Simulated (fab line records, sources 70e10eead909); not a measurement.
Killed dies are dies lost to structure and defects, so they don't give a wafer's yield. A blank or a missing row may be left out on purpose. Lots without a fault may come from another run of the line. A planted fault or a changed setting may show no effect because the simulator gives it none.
fab line records | flow nand_harc
record lots=13 wafers=37 last_day=24
route steps=1159 shown A_ZERO_WELL@405 A_SOURCE_PLATE@416 A_ONON_D1@430
lots that met no fault: from a run of the same line without faults
start_h: hours from the record's first day to the start of the lot's first wafer shown | wait_h: hours since the lot's step before | " the same as in the row above | L1.1+2: a row that stands for several wafers | - no value, or no start given | * or withheld: withheld | < > ~ a bound
route shown NAME@n: a module of which the file shows steps, and the number in the route of the first | usual: mean/standard deviation of fault-free wafers | same: alike in all rows | chamber/n: place in a boat | sites: the reading at each site | _std_site: their standard deviation | _edge_site: outer sites' mean less inner sites' | radius_mm: how far each site lies from the wafer's centre | mask NAME#n: copy n | behind: the tool/chamber that last shaped the wafer | hold: why the lot was held/for how many hours/how that ended | device: the transistor (n, p or np) that didn't switch | end of line: the same wafers' tests at the end of the route | a step without rows: its recipe alone | killed: dies lost to structure and defects at the first sort, not the wafer's yield | map: a wafer's dies, x killed, . not, _ none there
set.NAME: the setting as run; set.NAME@STEP: as run at that earlier step | model.NAME: the simulator's own value behind a step, which no gauge read
steps of the route over a sample of lots; a table a step, a row a wafer
services: from which hour (start_h, from the record's first day; less than 0 if before it) a tool's chamber was out of use, for how many hours, and why
## steps
# step NHARC_A_ZERO_WELL_ETCH_13
# recipe target_depth_a=1200 time_s=40.1 hbr_flow_sccm=150 cl2_flow_sccm=50 rf_w=400 icp_w=400 bias_w=100 chemistry=HBr/Cl2
# usual drypump_motor_current_A=5.72/0.27 oes_product_au=0.999/0.013 rf_fwd_power_W=395.3/1.8 throttle_valve_pct=26.405/0.009
# columns lot.wafer tool chamber start_h wait_h drypump_motor_current_A oes_product_au rf_fwd_power_W rf_hours_counter_h throttle_valve_pct
L591.1 rie_si-03 0 128.73 - 6.31 0.998 395.0 1.0 26.417
L591.3 " 1 " " 5.78 0.994 394.1 1.1 26.414
L591.5 " 1 " " 5.77 0.989 395.5 - 26.418
L592.4 rie_si-05 0 142.32 - 5.31 1.008 392.2 0.5 26.411
L592.1 " 2 " " 5.28 0.988 397.2 0.5 26.413
L592.6 " 1 " " 5.78 1.002 395.5 - 26.397
L593.2 rie_si-03 0 142.89 - 6.33 1.007 393.2 1.1 26.403
L593.5 " 1 " " 5.78 0.988 396.3 - 26.397
L593.6 " 2 " " 5.59 0.983 394.4 - 26.401
L597.3 rie_si-03 1 171.55 - 5.74 0.971 394.9 0.0 26.389
L597.1 " 2 " " 5.57 0.994 394.3 0.0 26.402
L597.5 " 0 " " 6.31 1.016 394.0 - 26.399
L600.3 rie_si-05 0 198.82 - 5.32 1.008 393.2 1.0 26.402
L605.1 rie_si-03 2 212.89 - 5.61 0.998 397.4 0.3 26.394
L605.6 " 2 " " 5.59 1.004 397.1 - 26.409
L605.5 " 3 " " 5.62 0.992 398.0 - 26.410
L604.2 rie_si-03 1 219.27 - 5.81 0.980 395.3 0.3 26.407
L604.1 " 3 " " 5.65 0.993 397.2 0.4 26.418
L604.6 " 0 " " 6.31 1.015 390.0 - 26.394
L607.1 rie_si-03 0 229.46 - 6.30 1.010 393.2 0.4 26.412
L607.2 " 2 " " 5.65 0.997 394.4 0.4 26.414
L607.6 " 3 " " 5.63 0.989 396.1 - 26.402
L608.3 rie_si-03 2 234.85 - 5.60 0.989 394.7 0.4 26.411
L608.1 " 3 " " 5.64 1.004 397.8 0.5 26.422
L608.4 " 1 " " 5.80 0.978 396.6 0.4 26.411
L612.2 rie_si-03 1 261.99 - 5.75 0.979 396.7 0.7 26.418
L612.3 " 2 " " 5.59 0.986 397.0 0.6 26.396
L612.5 " 3 " " 5.62 0.981 395.3 - 26.393
L611.1 rie_si-01 3 262.66 - 5.54 1.004 394.7 0.9 26.397
L611.4 " 1 " " 5.51 1.003 392.6 0.9 26.393
L611.5 " 2 " " 5.86 1.011 394.6 - 26.407
L614.3 rie_si-05 0 264.74 - 5.32 1.005 391.2 0.1 26.396
L614.2 " 3 " " 5.74 1.015 395.3 0.1 26.399
L614.6 " 1 " " 5.75 0.975 395.1 - 26.409
L613.3 rie_si-03 0 265.53 - 6.32 1.020 394.0 0.8 26.397
L613.1 " 1 " " 5.80 0.980 396.6 0.7 26.411
L613.4 " 2 " " 5.59 0.998 395.2 0.7 26.409
# step NHARC_A_SOURCE_PLATE_THK_MEAS_09
# recipe thk_meas_gauge=ellipsometry
# usual thk_nm=9.8/0.97
# columns lot.wafer tool chamber start_h wait_h thk_nm
L591.1 film_metro-02 - 137.97 0.4 10.0
L591.3 " - " " 8.9
L591.5 " - " " 9.7
L592.1 film_metro-02 - 150.81 0.4 9.6
L592.4 " - " " 10.4
L592.6 " - " " 11.8
L593.2 film_metro-01 - 150.81 0.4 7.7
L593.5 " - " " 10.3
L593.6 " - " " 10.7
L597.1 film_metro-02 - 180.05 0.4 10.1
L597.3 " - " " 9.1
L597.5 " - " " 9.0
L600.3 film_metro-01 - 207.41 0.4 7.2
L605.1 film_metro-01 - 220.46 0.4 8.7
L605.5 " - " " 10.3
L605.6 " - " " 10.5
L604.1 film_metro-01 - 227.78 0.4 10.6
L604.2 " - " " 8.1
L604.6 " - " " 9.4
L607.1 film_metro-01 - 237.84 0.4 9.3
L607.2 " - " " 9.3
L607.6 " - " " 11.1
L608.1 film_metro-01 - 243.40 0.4 9.5
L608.3 " - " " 8.6
L608.4 " - " " 10.3
L611.1 film_metro-02 - 270.81 0.4 7.8
L611.4 " - " " 9.1
L611.5 " - " " 8.9
L614.2 film_metro-01 - 270.81 0.4 9.1
L614.3 " - " " 11.5
L614.6 " - " " 8.0
L612.2 film_metro-02 - 270.81 0.4 9.0
L612.3 " - " " 8.6
L612.5 " - " " 10.3
L613.1 film_metro-01 - 273.72 0.4 8.7
L613.3 " - " " 10.9
L613.4 " - " " 10.6
# step NHARC_A_ONON_D1_DEP_09
# recipe target_thk_a=10000 n2_flow_sccm=2750 n2o_flow_sccm=2000 nh3_flow_sccm=500 sih4_flow_sccm=210 temp_c=400
# columns lot.wafer tool chamber start_h wait_h
L591.1+3+5 pecvd_onon-04 0 154.60 0.2
L592.1+4+6 pecvd_onon-03 0 166.44 0.1
L593.2+5+6 pecvd_onon-02 0 166.62 0.1
L597.1+3+5 pecvd_onon-03 0 194.80 0.1
L600.3 pecvd_onon-03 0 222.71 0.2
L605.1+5+6 pecvd_onon-04 0 235.23 0.1
L604.1+2+6 pecvd_onon-02 0 242.53 0.1
L607.1+2+6 pecvd_onon-02 0 252.64 0.1
L608.1+3+4 pecvd_onon-04 0 258.33 0.1
L612.2+3+5 pecvd_onon-02 0 286.01 0.1
L614.2+3+6 pecvd_onon-04 0 286.06 0.1
L613.1+3+4 pecvd_onon-03 0 286.10 0.1
L611.1+4+5 pecvd_onon-02 0 286.31 0.1
# step NHARC_A_ONON_D1_THK_MEAS_11
# recipe thk_meas_gauge=ellipsometry
# usual thk_nm=1002/9.6
# columns lot.wafer tool chamber start_h wait_h thk_nm
L591.1 film_metro-01 - 155.10 - 996
L591.3 " - " " 997
L591.5 " - " " 998
L592.1 film_metro-01 - 166.95 - 1003
L592.4 " - " " 1002
L592.6 " - " " 1004
L593.2 film_metro-01 - 167.08 - 1018
L593.5 " - " " 1020
L593.6 " - " " 1020
L597.1 film_metro-01 - 195.31 - 983
L597.3 " - " " 696
L597.5 " - " " 981
L600.3 film_metro-02 - 223.11 - 727
L605.1 film_metro-01 - 235.75 - 1003
L605.5 " - " " 1004
L605.6 " - " " 1004
L604.1 film_metro-02 - 243.04 - 994
L604.2 " - " " 993
L604.6 " - " " 995
L607.1 film_metro-02 - 253.15 - 999
L607.2 " - " " 998
L607.6 " - " " 998
L608.1 film_metro-01 - 258.84 - 1002
L608.3 " - " " 1003
L608.4 " - " " 1002
L612.2 film_metro-02 - 286.47 - 1004
L612.3 " - " " 1003
L612.5 " - " " 1003
L614.2 film_metro-01 - 286.52 - 1017
L614.3 " - " " 1018
L614.6 " - " " 1021
L613.1 film_metro-02 - 286.60 - 1011
L613.3 " - " " 1011
L613.4 " - " " 1013
L611.1 film_metro-01 - 286.82 - 1000
L611.4 " - " " 1001
L611.5 " - " " 999
# step NHARC_A_ONON_D1_THK_MEAS_27
# recipe thk_meas_gauge=ellipsometry
# usual thk_nm=999/8.7
# columns lot.wafer tool chamber start_h wait_h thk_nm
L591.1 film_metro-02 - 164.98 - 1001
L591.3 " - " " 1001
L591.5 " - " " 1002
L592.1 film_metro-01 - 177.56 - 1011
L592.4 " - " " 1011
L592.6 " - " " 1011
L593.2 film_metro-02 - 177.65 - 997
L593.5 " - " " 999
L593.6 " - " " 998
L597.1 film_metro-02 - 204.80 - 1011
L597.3 " - " " 1011
L597.5 " - " " 1012
L600.3 film_metro-01 - 232.45 - 1007
L605.1 film_metro-02 - 245.85 - 1016
L605.5 " - " " 1016
L605.6 " - " " 1015
L604.1 film_metro-01 - 252.76 - 997
L604.2 " - " " 996
L604.6 " - " " 996
L607.1 film_metro-01 - 263.02 - 1004
L607.2 " - " " 1001
L607.6 " - " " 1002
L608.1 film_metro-02 - 268.20 - 993
L608.3 " - " " 991
L608.4 " - " " 992
L613.1 film_metro-02 - 296.22 - 1003
L613.3 " - " " 1002
L613.4 " - " " 1004
L612.2 film_metro-01 - 296.24 - 993
L612.3 " - " " 989
L612.5 " - " " 993
L614.2 film_metro-02 - 296.58 - 992
L614.3 " - " " 990
L614.6 " - " " 991
L611.1 film_metro-01 - 296.59 - 988
L611.4 " - " " 988
L611.5 " - " " 987
## services
# columns tool chamber start_h hours kind
pecvd_onon-02 - 111.21 13.0 pm
rie_si-01 2 121.47 3.7 repair
rie_si-01 - 127.00 9.0 pm
rie_si-01 - 136.10 0.4 repair
pecvd_onon-03 - 153.00 13.0 pm
rie_si-03 - 155.00 9.0 pm
rie_si-03 0 155.00 9.0 vent_cycle
rie_si-03 1 155.00 9.0 vent_cycle
rie_si-03 2 155.00 9.0 vent_cycle
rie_si-03 3 155.00 9.0 vent_cycle
rie_si-03 0 164.00 - clean
rie_si-03 1 164.00 - clean
rie_si-03 2 164.00 - clean
rie_si-03 3 164.00 - clean
rie_si-05 3 188.22 1.3 repair
rie_si-01 1 196.14 2.0 repair
rie_si-01 - 221.61 0.4 repair
pecvd_onon-04 - 237.00 13.0 pm
rie_si-05 - 239.00 9.0 pm
rie_si-05 0 239.00 9.0 vent_cycle
rie_si-05 1 239.00 9.0 vent_cycle
rie_si-01 1 244.93 1.1 repair
rie_si-05 2 261.02 11.7 repair
rie_si-03 3 274.20 14.4 repair
## key
first_sign step=NHARC_A_ONON_D1_THK_MEAS_11 reading=thk_nm direction=down sigmas=30 usual=1002 struck=712
effect none on later readings
met_at NHARC_A_ONON_D1_DEP_09
struck_lots L597,L600
struck_wafers L597.3,L600.3
rows_end L600.3
sort_left_out L597.3
tester_left_out L597
not_acting_at NHARC_A_ZERO_WELL_ETCH_13,NHARC_A_SOURCE_PLATE_THK_MEAS_09,NHARC_A_ONON_D1_THK_MEAS_27
onset_between 166.44 194.80
fault kind=process_parameter_drift tool=pecvd_onon-03 chamber=- onset_h=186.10 steps=NHARC_A_ONON_D1_DEP_09 channel=target_thk_a offset=* shape=step end_h=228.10 scope=struck_wafers_only acts_in=* stated=*
# tester_left_out: of these lots the tester's yield and bins aren't shown, on N5 and GAA mostly nor the transistor test; their killed dies are dies lost to structure and defects alone, not to doping, threshold or leakage, so they don't give the yield
# sort_left_out: the simulated sort isn't trusted on such a fault, so these wafers' sort isn't shown, and their yield isn't known
# rows_end: these wafers met a further fault down the route, and their rows from its step on are left out
